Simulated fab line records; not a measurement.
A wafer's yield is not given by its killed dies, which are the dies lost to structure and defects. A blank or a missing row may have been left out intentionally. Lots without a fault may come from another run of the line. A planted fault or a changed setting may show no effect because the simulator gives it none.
fab line records :: flow n5-finfet :: part 2 of 2: steps 7 to 7 of 7
record
  lots=10
  wafers=28
  last-day=18
route steps=1938 shown SD_EPI_P@321 SD_ACTIVATION@332 ILD0@335 SDB@347 BEOL_M4@1111 PASSIVATION@1936
lots that met no fault: taken from a fault-free run of the same line
start-h: hours from the record's opening day to when the first of the lot's shown wafers began :: wait-h: hours from the lot's prior step to this one :: " identical to the entry in the row above :: L1.1+2: a row that stands for several wafers :: - no value, or no start given :: * or withheld: withheld :: < > ~ a bound
route shown NAME@n: names a module that has steps shown in the file, with the first one's number in the route :: usual: mean and standard deviation over wafers with no fault :: same: alike in all rows :: chamber/n: place in a boat :: sites: each site's reading :: _std_site: how widely they spread, as a standard deviation :: _edge_site: inner sites' mean taken away from outer sites' mean :: radius-mm: for every site, how far away it sits from the centre of the wafer :: mask NAME#n: copy n :: behind: the tool/chamber that last shaped the wafer :: hold: why the lot went on hold/how many hours it stayed there/how the hold came to an end :: device: the transistor (n, p or np) that didn't switch :: end of line: the route-end tests of the same wafers :: for a step that has no rows: nothing shown but its recipe :: killed: count of dies lost to structure and defects at first sort (not the wafer's yield) :: map: a wafer's dies, marking killed ones x, the rest . and places with no die _
set.NAME: the setting that was run; set.NAME@STEP: the one run at that earlier step :: model.NAME: the simulator's own value behind a step, which no gauge read
steps of the route over a sample of lots; a table a step, a row a wafer
services: a tool's chamber out of use, with start hour (start-h, from the record's first day; less than 0 if before it), hours out, and reason
## steps
# step N5_PASSIVATION_PROBE_49
# usual
  defect-limited-yield=91.2/1.3
  killed_at_M0_to_M3=34/10
  killed_at_M4_up=13/4.6
  killed-at-contacts=13/5.5
  killed-at-front-end=41/12
  killed-at-other=2.8/2.4
  killed-dies=104/16
  killed-open=67/12
  killed-short=33/7.2
  sort_bin_4_leakage=0.00/0.012
  sort_bin_5_function=5.1/0.86
  sort_bin_6_memory=3.3/0.62
  sort_bin_8_speed=0.00/0.014
  sort-n-pass=1076/16
  sort-yield-pct=91.2/1.3
# same
  gross-dies=1180
  killed-at-back-side=0
lot.wafer: L157.2
tool: prober-01
chamber: -
start-h: 273.53
wait-h: 0.1
defect-limited-yield[%]: 90.6
killed_at_M0_to_M3: 37
killed_at_M4_up: 14
killed-at-contacts: 16
killed-at-front-end: 34
killed-at-other: 10
killed-dies: 111
killed-open: 74
killed-short: 34
sort_bin_4_leakage[%]: 0
sort_bin_5_function[%]: 5.8
sort_bin_6_memory[%]: 3.1
sort_bin_8_speed[%]: 0
sort-n-pass: 1069
sort-yield-pct[%]: 90.6

lot.wafer: L157.3
tool: prober-01
chamber: -
start-h: 273.58
wait-h: 0.1
defect-limited-yield[%]: 92.5
killed_at_M0_to_M3: 25
killed_at_M4_up: 9
killed-at-contacts: 20
killed-at-front-end: 33
killed-at-other: 2
killed-dies: 89
killed-open: 65
killed-short: 24
sort_bin_4_leakage[%]: 0
sort_bin_5_function[%]: 4.5
sort_bin_6_memory[%]: 2.9
sort_bin_8_speed[%]: 0
sort-n-pass: 1091
sort-yield-pct[%]: 92.5

lot.wafer: L157.5
tool: prober-01
chamber: -
start-h: 273.68
wait-h: 0.2
defect-limited-yield[%]: 89.4
killed_at_M0_to_M3: 34
killed_at_M4_up: 20
killed-at-contacts: 14
killed-at-front-end: 57
killed-at-other: 0
killed-dies: 125
killed-open: 88
killed-short: 35
sort_bin_4_leakage[%]: 0
sort_bin_5_function[%]: 5.8
sort_bin_6_memory[%]: 4.7
sort_bin_8_speed[%]: 0
sort-n-pass: 1055
sort-yield-pct[%]: 89.4

lot.wafer: L160.1
tool: prober-01
chamber: -
start-h: 298.87
wait-h: 0.0
defect-limited-yield[%]: 88.5
killed_at_M0_to_M3: 30
killed_at_M4_up: 19
killed-at-contacts: 27
killed-at-front-end: 58
killed-at-other: 2
killed-dies: 136
killed-open: 100
killed-short: 33
sort_bin_4_leakage[%]: 0
sort_bin_5_function[%]: 6.9
sort_bin_6_memory[%]: 4.2
sort_bin_8_speed[%]: 0
sort-n-pass: 1044
sort-yield-pct[%]: 88.5

lot.wafer: L160.2
tool: prober-01
chamber: -
start-h: 298.92
wait-h: 0.1
defect-limited-yield[%]: 92.0
killed_at_M0_to_M3: 21
killed_at_M4_up: 19
killed-at-contacts: 9
killed-at-front-end: 38
killed-at-other: 7
killed-dies: 94
killed-open: 57
killed-short: 36
sort_bin_4_leakage[%]: 0
sort_bin_5_function[%]: 5.0
sort_bin_6_memory[%]: 2.7
sort_bin_8_speed[%]: 0
sort-n-pass: 1086
sort-yield-pct[%]: 92.0

lot.wafer: L160.3
tool: prober-01
chamber: -
start-h: 298.97
wait-h: 0.1
defect-limited-yield[%]: 92.5
killed_at_M0_to_M3: 20
killed_at_M4_up: 16
killed-at-contacts: 8
killed-at-front-end: 39
killed-at-other: 6
killed-dies: 89
killed-open: 59
killed-short: 28
sort_bin_4_leakage[%]: 0
sort_bin_5_function[%]: 4.7
sort_bin_6_memory[%]: 2.6
sort_bin_8_speed[%]: 0
sort-n-pass: 1091
sort-yield-pct[%]: 92.5

lot.wafer: L164.2
tool: prober-01
chamber: -
start-h: 322.53
wait-h: 0.1
defect-limited-yield[%]: 92.5
killed_at_M0_to_M3: 16
killed_at_M4_up: 20
killed-at-contacts: 12
killed-at-front-end: 38
killed-at-other: 2
killed-dies: 88
killed-open: 59
killed-short: 23
sort_bin_4_leakage[%]: 0
sort_bin_5_function[%]: 3.7
sort_bin_6_memory[%]: 3.2
sort_bin_8_speed[%]: 92.54
sort-n-pass: 0
sort-yield-pct[%]: 0

lot.wafer: L164.3
tool: prober-01
chamber: -
start-h: 322.58
wait-h: 0.1
defect-limited-yield[%]: 90.0
killed_at_M0_to_M3: 45
killed_at_M4_up: 12
killed-at-contacts: 30
killed-at-front-end: 28
killed-at-other: 3
killed-dies: 118
killed-open: 74
killed-short: 36
sort_bin_4_leakage[%]: 0
sort_bin_5_function[%]: 6.1
sort_bin_6_memory[%]: 3.1
sort_bin_8_speed[%]: 90.00
sort-n-pass: 0
sort-yield-pct[%]: 0

lot.wafer: L164.4
tool: prober-01
chamber: -
start-h: 322.63
wait-h: 0.2
defect-limited-yield[%]: 93.5
killed_at_M0_to_M3: 19
killed_at_M4_up: 11
killed-at-contacts: 5
killed-at-front-end: 39
killed-at-other: 3
killed-dies: 77
killed-open: 51
killed-short: 25
sort_bin_4_leakage[%]: 0
sort_bin_5_function[%]: 4.3
sort_bin_6_memory[%]: 1.9
sort_bin_8_speed[%]: 93.47
sort-n-pass: 0
sort-yield-pct[%]: 0

lot.wafer: L165.3
tool: prober-01
chamber: -
start-h: 326.19
wait-h: 0.1
defect-limited-yield[%]: 91.4
killed_at_M0_to_M3: 23
killed_at_M4_up: 10
killed-at-contacts: 10
killed-at-front-end: 56
killed-at-other: 3
killed-dies: 102
killed-open: 54
killed-short: 33
sort_bin_4_leakage[%]: 0
sort_bin_5_function[%]: 4.7
sort_bin_6_memory[%]: 2.7
sort_bin_8_speed[%]: 0
sort-n-pass: 1078
sort-yield-pct[%]: 91.4

lot.wafer: L165.4
tool: prober-01
chamber: -
start-h: 326.24
wait-h: 0.2
defect-limited-yield[%]: 92.2
killed_at_M0_to_M3: 31
killed_at_M4_up: 8
killed-at-contacts: 10
killed-at-front-end: 43
killed-at-other: 0
killed-dies: 92
killed-open: 52
killed-short: 30
sort_bin_4_leakage[%]: 0
sort_bin_5_function[%]: 4.5
sort_bin_6_memory[%]: 2.6
sort_bin_8_speed[%]: 0
sort-n-pass: 1088
sort-yield-pct[%]: 92.2

lot.wafer: L165.6
tool: prober-01
chamber: -
start-h: 326.34
wait-h: 0.3
defect-limited-yield[%]: 91.7
killed_at_M0_to_M3: 32
killed_at_M4_up: 11
killed-at-contacts: 21
killed-at-front-end: 31
killed-at-other: 3
killed-dies: 98
killed-open: 57
killed-short: 35
sort_bin_4_leakage[%]: 0
sort_bin_5_function[%]: 5.1
sort_bin_6_memory[%]: 3.1
sort_bin_8_speed[%]: 0
sort-n-pass: 1082
sort-yield-pct[%]: 91.7

lot.wafer: L166.1
tool: prober-02
chamber: -
start-h: 338.61
wait-h: 0.0
defect-limited-yield[%]: 91.4
killed_at_M0_to_M3: 44
killed_at_M4_up: 10
killed-at-contacts: 9
killed-at-front-end: 34
killed-at-other: 4
killed-dies: 101
killed-open: 63
killed-short: 35
sort_bin_4_leakage[%]: 0
sort_bin_5_function[%]: 5.3
sort_bin_6_memory[%]: 3.1
sort_bin_8_speed[%]: 91.44
sort-n-pass: 0
sort-yield-pct[%]: 0

lot.wafer: L166.4
tool: prober-02
chamber: -
start-h: 338.76
wait-h: 0.2
defect-limited-yield[%]: 90.8
killed_at_M0_to_M3: 47
killed_at_M4_up: 22
killed-at-contacts: 5
killed-at-front-end: 32
killed-at-other: 3
killed-dies: 109
killed-open: 79
killed-short: 30
sort_bin_4_leakage[%]: 0.08
sort_bin_5_function[%]: 5.6
sort_bin_6_memory[%]: 3.5
sort_bin_8_speed[%]: 90.68
sort-n-pass: 0
sort-yield-pct[%]: 0

lot.wafer: L166.5
tool: prober-02
chamber: -
start-h: 338.81
wait-h: 0.2
defect-limited-yield[%]: 89.2
killed_at_M0_to_M3: 47
killed_at_M4_up: 16
killed-at-contacts: 11
killed-at-front-end: 49
killed-at-other: 4
killed-dies: 127
killed-open: 89
killed-short: 36
sort_bin_4_leakage[%]: 0.08
sort_bin_5_function[%]: 6.1
sort_bin_6_memory[%]: 4.4
sort_bin_8_speed[%]: 89.15
sort-n-pass: 0
sort-yield-pct[%]: 0

lot.wafer: L171.1
tool: prober-02
chamber: -
start-h: 358.99
wait-h: 0.0
defect-limited-yield[%]: 90.9
killed_at_M0_to_M3: 38
killed_at_M4_up: 13
killed-at-contacts: 11
killed-at-front-end: 45
killed-at-other: 0
killed-dies: 107
killed-open: 65
killed-short: 38
sort_bin_4_leakage[%]: 0
sort_bin_5_function[%]: 5.1
sort_bin_6_memory[%]: 3.4
sort_bin_8_speed[%]: 0
sort-n-pass: 1073
sort-yield-pct[%]: 90.9

lot.wafer: L171.5
tool: prober-02
chamber: -
start-h: 359.19
wait-h: 0.2
defect-limited-yield[%]: 90.8
killed_at_M0_to_M3: 30
killed_at_M4_up: 18
killed-at-contacts: 5
killed-at-front-end: 55
killed-at-other: 0
killed-dies: 108
killed-open: 74
killed-short: 32
sort_bin_4_leakage[%]: 0
sort_bin_5_function[%]: 5.9
sort_bin_6_memory[%]: 2.9
sort_bin_8_speed[%]: 0
sort-n-pass: 1072
sort-yield-pct[%]: 90.8

lot.wafer: L171.6
tool: prober-02
chamber: -
start-h: 359.24
wait-h: 0.3
defect-limited-yield[%]: 90.7
killed_at_M0_to_M3: 24
killed_at_M4_up: 14
killed-at-contacts: 16
killed-at-front-end: 55
killed-at-other: 1
killed-dies: 110
killed-open: 69
killed-short: 31
sort_bin_4_leakage[%]: 0
sort_bin_5_function[%]: 5.6
sort_bin_6_memory[%]: 2.6
sort_bin_8_speed[%]: 0
sort-n-pass: 1070
sort-yield-pct[%]: 90.7

lot.wafer: L175.2
tool: prober-02
chamber: -
start-h: 368.49
wait-h: 0.1
defect-limited-yield[%]: 90.3
killed_at_M0_to_M3: 45
killed_at_M4_up: 6
killed-at-contacts: 11
killed-at-front-end: 51
killed-at-other: 2
killed-dies: 115
killed-open: 63
killed-short: 41
sort_bin_4_leakage[%]: 0
sort_bin_5_function[%]: 6.0
sort_bin_6_memory[%]: 3.4
sort_bin_8_speed[%]: 0
sort-n-pass: 1065
sort-yield-pct[%]: 90.3

lot.wafer: L175.6
tool: prober-02
chamber: -
start-h: 368.69
wait-h: 0.3
defect-limited-yield[%]: 89.9
killed_at_M0_to_M3: 46
killed_at_M4_up: 18
killed-at-contacts: 10
killed-at-front-end: 38
killed-at-other: 7
killed-dies: 119
killed-open: 72
killed-short: 39
sort_bin_4_leakage[%]: 0
sort_bin_5_function[%]: 5.9
sort_bin_6_memory[%]: 3.8
sort_bin_8_speed[%]: 0
sort-n-pass: 1061
sort-yield-pct[%]: 89.9

lot.wafer: L176.5
tool: prober-01
chamber: -
start-h: 390.63
wait-h: 0.2
defect-limited-yield[%]: 90.4
killed_at_M0_to_M3: 34
killed_at_M4_up: 4
killed-at-contacts: 11
killed-at-front-end: 63
killed-at-other: 1
killed-dies: 113
killed-open: 70
killed-short: 34
sort_bin_4_leakage[%]: 0
sort_bin_5_function[%]: 6.2
sort_bin_6_memory[%]: 2.6
sort_bin_8_speed[%]: 0
sort-n-pass: 1067
sort-yield-pct[%]: 90.4

lot.wafer: L176.6
tool: prober-01
chamber: -
start-h: 390.68
wait-h: 0.3
defect-limited-yield[%]: 92.3
killed_at_M0_to_M3: 39
killed_at_M4_up: 15
killed-at-contacts: 8
killed-at-front-end: 25
killed-at-other: 4
killed-dies: 91
killed-open: 63
killed-short: 25
sort_bin_4_leakage[%]: 0
sort_bin_5_function[%]: 4.4
sort_bin_6_memory[%]: 3.2
sort_bin_8_speed[%]: 0
sort-n-pass: 1089
sort-yield-pct[%]: 92.3

lot.wafer: L178.3
tool: prober-02
chamber: -
start-h: 402.21
wait-h: 0.1
defect-limited-yield[%]: 90.8
killed_at_M0_to_M3: 28
killed_at_M4_up: 5
killed-at-contacts: 9
killed-at-front-end: 64
killed-at-other: 3
killed-dies: 109
killed-open: 70
killed-short: 33
sort_bin_4_leakage[%]: 0
sort_bin_5_function[%]: 5.2
sort_bin_6_memory[%]: 3.3
sort_bin_8_speed[%]: 0
sort-n-pass: 1071
sort-yield-pct[%]: 90.8

lot.wafer: L178.5
tool: prober-02
chamber: -
start-h: 402.31
wait-h: 0.2
defect-limited-yield[%]: 87.9
killed_at_M0_to_M3: 36
killed_at_M4_up: 19
killed-at-contacts: 26
killed-at-front-end: 59
killed-at-other: 3
killed-dies: 143
killed-open: 94
killed-short: 39
sort_bin_4_leakage[%]: 0
sort_bin_5_function[%]: 7.3
sort_bin_6_memory[%]: 3.9
sort_bin_8_speed[%]: 0
sort-n-pass: 1037
sort-yield-pct[%]: 87.9

lot.wafer: L178.6
tool: prober-02
chamber: -
start-h: 402.36
wait-h: 0.3
defect-limited-yield[%]: 89.7
killed_at_M0_to_M3: 39
killed_at_M4_up: 10
killed-at-contacts: 10
killed-at-front-end: 56
killed-at-other: 6
killed-dies: 121
killed-open: 71
killed-short: 47
sort_bin_4_leakage[%]: 0
sort_bin_5_function[%]: 5.0
sort_bin_6_memory[%]: 4.7
sort_bin_8_speed[%]: 0
sort-n-pass: 1059
sort-yield-pct[%]: 89.7

lot.wafer: L179.3
tool: prober-02
chamber: -
start-h: 419.94
wait-h: 0.1
defect-limited-yield[%]: 90.4
killed_at_M0_to_M3: 39
killed_at_M4_up: 10
killed-at-contacts: 10
killed-at-front-end: 48
killed-at-other: 6
killed-dies: 113
killed-open: 83
killed-short: 25
sort_bin_4_leakage[%]: 0
sort_bin_5_function[%]: 5.4
sort_bin_6_memory[%]: 4.1
sort_bin_8_speed[%]: 0
sort-n-pass: 1067
sort-yield-pct[%]: 90.4

lot.wafer: L179.4
tool: prober-02
chamber: -
start-h: 419.99
wait-h: 0.2
defect-limited-yield[%]: 91.6
killed_at_M0_to_M3: 28
killed_at_M4_up: 15
killed-at-contacts: 8
killed-at-front-end: 47
killed-at-other: 1
killed-dies: 99
killed-open: 64
killed-short: 31
sort_bin_4_leakage[%]: 0
sort_bin_5_function[%]: 4.7
sort_bin_6_memory[%]: 3.2
sort_bin_8_speed[%]: 0
sort-n-pass: 1081
sort-yield-pct[%]: 91.6

lot.wafer: L179.5
tool: prober-02
chamber: -
start-h: 420.04
wait-h: 0.2
defect-limited-yield[%]: 90.6
killed_at_M0_to_M3: 40
killed_at_M4_up: 17
killed-at-contacts: 17
killed-at-front-end: 29
killed-at-other: 8
killed-dies: 111
killed-open: 76
killed-short: 30
sort_bin_4_leakage[%]: 0
sort_bin_5_function[%]: 5.3
sort_bin_6_memory[%]: 4.0
sort_bin_8_speed[%]: 0
sort-n-pass: 1069
sort-yield-pct[%]: 90.6
# killed by level:class
L157.2 BEOL_M0_SAQP:geometric-particle:open=15 MOL_CONTACT_COAG:geometric-particle:open=12 STI_FIN_REVEAL:geometric-particle:open=11 BEOL_M3:geometric-particle:open=8 FIN_SAQP:geometric-particle:open=5 BEOL_M0_SAQP:geometric-particle:short=4 PASS1_CAP:geometric-particle:open=4 STI_FIN_REVEAL:geometric-particle:short=3
L157.3 STI_FIN_REVEAL:geometric-particle:open=18 MOL_CONTACT_COAG:geometric-particle:open=15 FIN_SAQP:geometric-particle:open=5 MOL_CONTACT_COAG:geometric-particle:short=5 BEOL_M0_SAQP:geometric-particle:short=5 BEOL_M0_SAQP:geometric-particle:open=4 BEOL_M0:geometric-particle:open=4 BEOL_M3:geometric-particle:short=4
L157.5 STI_FIN_REVEAL:geometric-particle:open=19 MOL_CONTACT_COAG:geometric-particle:open=13 FIN_SAQP:geometric-particle:short=10 BEOL_M0_SAQP:geometric-particle:short=9 BEOL_M0_SAQP:geometric-particle:open=9 FIN_SAQP:geometric-particle:open=8 BEOL_M2:geometric-particle:open=7 GATE_CUT:geometric-particle:open=6
L160.1 MOL_CONTACT_COAG:geometric-particle:open=21 STI_FIN_REVEAL:geometric-particle:open=19 BEOL_M4:geometric-particle:open=12 FIN_SAQP:geometric-particle:open=10 BEOL_M3:geometric-particle:open=10 FIN_SAQP:geometric-particle:short=8 MOL_CONTACT_COAG:geometric-particle:short=6 STI_FIN_REVEAL:geometric-particle:short=5
L160.2 FIN_SAQP:geometric-particle:open=10 BEOL_M3:geometric-particle:open=7 STI_FIN_REVEAL:geometric-particle:open=7 FIN_SAQP:geometric-particle:short=6 MOL_CONTACT_COAG:geometric-particle:open=6 BEOL_M4:geometric-particle:open=6 BEOL_M4:geometric-particle:short=6 BEOL_M0_SAQP:geometric-particle:open=3
L160.3 FIN_SAQP:geometric-particle:open=12 FIN_SAQP:geometric-particle:short=11 MOL_CONTACT_COAG:geometric-particle:open=7 BEOL_M4:geometric-particle:open=7 STI_FIN_REVEAL:geometric-particle:open=5 BEOL_M3:geometric-particle:open=5 BEOL_M0:geometric-particle:open=4 BEOL_M0_SAQP:geometric-particle:short=3
L164.2 FIN_SAQP:geometric-particle:open=14 MOL_CONTACT_COAG:geometric-particle:open=11 BEOL_M4:geometric-particle:open=9 BEOL_M3:geometric-particle:open=7 FIN_SAQP:geometric-particle:short=6 STI_FIN_REVEAL:geometric-particle:open=4 DUMMY_GATE:geometric-particle:open=4 BEOL_M1:geometric-particle:short=4
L164.3 MOL_CONTACT_COAG:geometric-particle:open=22 BEOL_M3:geometric-particle:open=15 BEOL_M0_SAQP:geometric-particle:short=10 MOL_CONTACT_COAG:geometric-particle:short=7 BEOL_M2:geometric-particle:open=6 BEOL_M0_SAQP:geometric-particle:open=5 FIN_SAQP:geometric-particle:open=4 BEOL_M1:geometric-particle:open=4
L164.4 FIN_SAQP:geometric-particle:open=11 STI_FIN_REVEAL:geometric-particle:open=6 BEOL_M1:geometric-particle:open=6 BEOL_M4:geometric-particle:open=6 DUMMY_GATE:geometric-particle:open=5 MOL_CONTACT_COAG:geometric-particle:open=5 BEOL_M0_SAQP:geometric-particle:open=4 FIN_SAQP:geometric-particle:short=3
L165.3 STI_FIN_REVEAL:geometric-particle:open=11 GATE_CUT:geometric-particle:short=9 HKMG_FIN:area-etch=9 FIN_SAQP:geometric-particle:open=8 MOL_CONTACT_COAG:geometric-particle:open=7 BEOL_M0_SAQP:geometric-particle:short=6 DUMMY_GATE:geometric-particle:open=4 BEOL_M1:geometric-particle:open=4
L165.4 MOL_CONTACT_COAG:geometric-particle:open=8 GATE_CUT:geometric-particle:short=7 BEOL_M1:geometric-particle:open=7 HKMG_FIN:area-etch=6 BEOL_M3:geometric-particle:open=5 FIN_SAQP:geometric-particle:open=4 GATE_CUT:geometric-particle:open=4 BEOL_M0_SAQP:geometric-particle:open=4
L165.6 MOL_CONTACT_COAG:geometric-particle:open=14 BEOL_M0_SAQP:geometric-particle:short=8 MOL_CONTACT_COAG:geometric-particle:short=7 GATE_CUT:geometric-particle:short=6 BEOL_M1:geometric-particle:open=6 GATE_CUT:geometric-particle:open=5 BEOL_M0_SAQP:geometric-particle:open=5 STI_FIN_REVEAL:geometric-particle:open=4
L166.1 BEOL_M1:geometric-particle:open=14 STI_FIN_REVEAL:geometric-particle:open=9 BEOL_M0_SAQP:geometric-particle:short=7 BEOL_M4:geometric-particle:open=7 STARTING-WAFER:geometric-particle:short=7 BEOL_M2:geometric-particle:open=6 BEOL_M0_SAQP:geometric-particle:open=5 MOL_CONTACT_COAG:geometric-particle:open=5
L166.4 BEOL_M0_SAQP:geometric-particle:open=15 BEOL_M2:geometric-particle:open=9 STI_FIN_REVEAL:geometric-particle:open=8 BEOL_M4:geometric-particle:open=8 FIN_SAQP:geometric-particle:open=6 BEOL_M0_SAQP:geometric-particle:short=6 BEOL_M3:geometric-particle:open=6 MOL_CONTACT_COAG:geometric-particle:open=5
L166.5 BEOL_M0_SAQP:geometric-particle:open=13 STI_FIN_REVEAL:geometric-particle:open=11 BEOL_M2:geometric-particle:open=11 MOL_CONTACT_COAG:geometric-particle:open=9 FIN_SAQP:geometric-particle:short=8 BEOL_M4:geometric-particle:open=8 FIN_SAQP:geometric-particle:open=7 BEOL_M3:geometric-particle:open=7
L171.1 STI_FIN_REVEAL:geometric-particle:open=9 BEOL_M1:geometric-particle:open=8 BEOL_M0_SAQP:geometric-particle:open=7 FIN_SAQP:geometric-particle:open=6 MOL_CONTACT_COAG:geometric-particle:short=6 BEOL_M2:geometric-particle:open=6 DUMMY_GATE:geometric-particle:open=5 GATE_CUT:geometric-particle:short=5
L171.5 STI_FIN_REVEAL:geometric-particle:open=13 BEOL_M0_SAQP:geometric-particle:short=10 GATE_CUT:geometric-particle:short=10 BEOL_M0_SAQP:geometric-particle:open=9 GATE_CUT:geometric-particle:open=8 BEOL_M4:geometric-particle:open=7 MOL_CONTACT_COAG:geometric-particle:open=5 DUMMY_GATE:geometric-particle:open=5
L171.6 MOL_CONTACT_COAG:geometric-particle:open=12 GATE_CUT:geometric-particle:short=11 BEOL_M4:geometric-particle:open=10 STI_FIN_REVEAL:geometric-particle:open=9 FIN_SAQP:geometric-particle:open=8 HKMG_FIN:area-etch=8 BEOL_M3:geometric-particle:open=7 FIN_SAQP:geometric-particle:short=5
L175.2 BEOL_M0_SAQP:geometric-particle:open=13 BEOL_M0_SAQP:geometric-particle:short=11 MOL_CONTACT_COAG:geometric-particle:open=10 STI_FIN_REVEAL:geometric-particle:open=8 FIN_SAQP:geometric-particle:short=7 BEOL_M1:geometric-particle:open=7 GATE_CUT:geometric-particle:short=6 STARTING-WAFER:geometric-particle:open=5
L175.6 BEOL_M0_SAQP:geometric-particle:open=12 BEOL_M0_SAQP:geometric-particle:short=9 STI_FIN_REVEAL:geometric-particle:open=8 BEOL_M1:geometric-particle:open=7 BEOL_M4:geometric-particle:open=7 DUMMY_GATE:geometric-particle:open=6 MOL_CONTACT_COAG:geometric-particle:open=6 BEOL_M2:geometric-particle:open=5
L176.5 STI_FIN_REVEAL:geometric-particle:open=14 FIN_SAQP:geometric-particle:open=12 FIN_SAQP:geometric-particle:short=9 BEOL_M0_SAQP:geometric-particle:open=9 BEOL_M1:geometric-particle:open=7 DUMMY_GATE:geometric-particle:open=7 MOL_CONTACT_COAG:geometric-particle:short=6 BEOL_M2:geometric-particle:open=6
L176.6 BEOL_M0_SAQP:geometric-particle:open=10 STI_FIN_REVEAL:geometric-particle:open=7 MOL_CONTACT_COAG:geometric-particle:open=7 BEOL_M0_SAQP:geometric-particle:short=7 BEOL_M0:geometric-particle:open=7 GATE_CUT:geometric-particle:short=6 BEOL_M4:geometric-particle:open=5 BEOL_M2:geometric-particle:open=5
L178.3 FIN_SAQP:geometric-particle:open=22 FIN_SAQP:geometric-particle:short=12 STI_FIN_REVEAL:geometric-particle:open=8 MOL_CONTACT_COAG:geometric-particle:open=7 BEOL_M0_SAQP:geometric-particle:open=6 BEOL_M0:geometric-particle:open=5 ILD0:geometric-particle:short=4 BEOL_M0_SAQP:geometric-particle:short=4
L178.5 MOL_CONTACT_COAG:geometric-particle:open=20 FIN_SAQP:geometric-particle:open=19 BEOL_M0_SAQP:geometric-particle:open=12 FIN_SAQP:geometric-particle:short=8 BEOL_M0_SAQP:geometric-particle:short=7 BEOL_M2:geometric-particle:open=7 STARTING-WAFER:geometric-particle:short=7 STI_FIN_REVEAL:geometric-particle:open=5
L178.6 FIN_SAQP:geometric-particle:short=20 FIN_SAQP:geometric-particle:open=16 BEOL_M0_SAQP:geometric-particle:short=11 BEOL_M0_SAQP:geometric-particle:open=9 STI_FIN_REVEAL:geometric-particle:open=8 MOL_CONTACT_COAG:geometric-particle:open=8 BEOL_M2:geometric-particle:open=6 ILD0:geometric-particle:open=4
L179.3 STI_FIN_REVEAL:geometric-particle:open=18 FIN_SAQP:geometric-particle:open=9 MOL_CONTACT_COAG:geometric-particle:open=7 BEOL_M0_SAQP:geometric-particle:open=7 BEOL_M3:geometric-particle:open=6 BEOL_M0:geometric-particle:open=5 GATE_CUT:geometric-particle:open=5 BEOL_M0_SAQP:geometric-particle:short=5
L179.4 FIN_SAQP:geometric-particle:open=16 FIN_SAQP:geometric-particle:short=9 BEOL_M1:geometric-particle:open=8 BEOL_M0_SAQP:geometric-particle:open=7 MOL_CONTACT_COAG:geometric-particle:open=4 MOL_CONTACT_COAG:geometric-particle:short=4 BEOL_M0_SAQP:geometric-particle:short=4 BEOL_M4:geometric-particle:open=4
L179.5 MOL_CONTACT_COAG:geometric-particle:open=14 STI_FIN_REVEAL:geometric-particle:open=8 BEOL_M0_SAQP:geometric-particle:short=7 BEOL_M0_SAQP:geometric-particle:open=7 BEOL_M1:geometric-particle:open=7 FIN_SAQP:geometric-particle:short=5 BEOL_M3:geometric-particle:open=5 BEOL_M4:geometric-particle:open=5
## services
tool: epi-rpcvd-02
chamber: -
start-h: 48.07
hours: 0.6
kind: repair

tool: pecvd-04
chamber: -
start-h: 54.39
hours: 6.0
kind: pm

tool: ald-sin-04
chamber: 0
start-h: 61.54
hours: 4.6
kind: repair

tool: ald-sin-03
chamber: 1
start-h: 70.58
hours: 1.9
kind: repair

tool: ald-sin-02
chamber: 1
start-h: 71.02
hours: 3.9
kind: repair

tool: pecvd-03
chamber: 0
start-h: 74.99
hours: 2.1
kind: scheduled-down

tool: ald-sin-02
chamber: 3
start-h: 85.31
hours: 6.2
kind: repair

tool: epi-rpcvd-04
chamber: -
start-h: 103.69
hours: 6.0
kind: pm

tool: ald-sin-02
chamber: 2
start-h: 118.66
hours: 2.2
kind: repair

tool: ald-sin-03
chamber: 2
start-h: 121.08
hours: 6.2
kind: repair

tool: epi-rpcvd-01
chamber: -
start-h: 126.69
hours: 8.1
kind: pm

tool: pecvd-04
chamber: -
start-h: 133.78
hours: 1.2
kind: repair

tool: ald-sin-03
chamber: 1
start-h: 147.61
hours: 3.5
kind: repair

tool: ald-sin-03
chamber: -
start-h: 151.62
hours: 0.4
kind: repair

tool: pecvd-01
chamber: 1
start-h: 166.73
hours: 5.5
kind: scheduled-down

tool: epi-rpcvd-04
chamber: -
start-h: 172.16
hours: 1.1
kind: repair

tool: ald-sin-02
chamber: -
start-h: 177.93
hours: 14.0
kind: pm

tool: ald-sin-02
chamber: 0
start-h: 177.93
hours: 14.0
kind: vent-cycle

tool: ald-sin-02
chamber: 1
start-h: 177.93
hours: 14.0
kind: vent-cycle

tool: ald-sin-02
chamber: 2
start-h: 177.93
hours: 14.0
kind: vent-cycle

tool: ald-sin-02
chamber: 3
start-h: 177.93
hours: 14.5
kind: vent-cycle

tool: pecvd-01
chamber: 2
start-h: 187.26
hours: 6.8
kind: repair

tool: ald-sin-02
chamber: 0
start-h: 191.93
hours: -
kind: clean

tool: pecvd-03
chamber: -
start-h: 195.49
hours: 2.4
kind: repair
## key
first-sign
  step=N5_SD_ACTIVATION_RS_MEAS_03
  reading=RS_SD_P
  direction=up
  sigmas=99+
  usual=56.1
  struck=156.9
effect
  step=N5_BEOL_M4_RC_MEAS_101
  reading=RS_SD_P
  direction=up
  sigmas=92
  usual=66.0
  struck=169.1
effect
  step=N5_BEOL_M4_RC_MEAS_101
  reading=RC_P
  direction=up
  sigmas=55
  usual=19.5
  struck=41.3
effect
  step=N5_BEOL_M4_RC_MEAS_101
  reading=RC_DENSE_P
  direction=up
  sigmas=53
  usual=23.9
  struck=50.7
effect
  step=N5_BEOL_M4_RC_MEAS_101
  reading=REXT_P
  direction=up
  sigmas=38
  usual=100.2
  struck=203.6
effect
  step=N5_BEOL_M4_RC_MEAS_101
  reading=ION_P
  direction=down
  sigmas=9.1
  usual=463
  struck=391
effect
  step=N5_BEOL_M4_RC_MEAS_101
  reading=VT_P_LVT
  direction=down
  sigmas=3.1
  usual=-98.2
  struck=-106.5
effect
  step=N5_BEOL_M4_RC_MEAS_101
  reading=VT_P
  direction=down
  sigmas=2.8
  usual=-250
  struck=-259
effect
  step=N5_BEOL_M4_RC_MEAS_101
  reading=IOFF_P_85C
  direction=down
  sigmas=2.6
  usual=3.8
  struck=2.3
effect
  step=N5_BEOL_M4_RC_MEAS_101
  reading=IOFF_P_LIN
  direction=down
  sigmas=2.6
  usual=0.103
  struck=0.065
effect
  step=N5_BEOL_M4_RC_MEAS_101
  reading=IOFF_P
  direction=down
  sigmas=2.5
  usual=0.22
  struck=0.12
effect
  step=N5_BEOL_M4_RC_MEAS_101
  reading=DIBL_P
  direction=down
  sigmas=1.8
  usual=37.3
  struck=33.1
effect
  step=N5_PASSIVATION_PROBE_49
  reading=sort_bin_8_speed
  direction=up
  sigmas=99+
  usual=0.00
  struck=91.21
met-at N5_SD_EPI_P_EPI_21
struck-lots L164,L166
not-acting-at N5_ILD0_LINER_00,N5_ILD0_THK_MEAS_13,N5_SDB_HM_DEP_00
onset-between 74.28 99.71
fault
  kind=process-parameter-drift
  tool=epi-rpcvd-01
  chamber=-
  onset-h=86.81
  steps=N5_SD_EPI_P_EPI_21
  channel=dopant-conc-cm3
  offset=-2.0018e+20
  shape=step
  end-h=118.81
  acts-in=these-recipes-only
  stated=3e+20
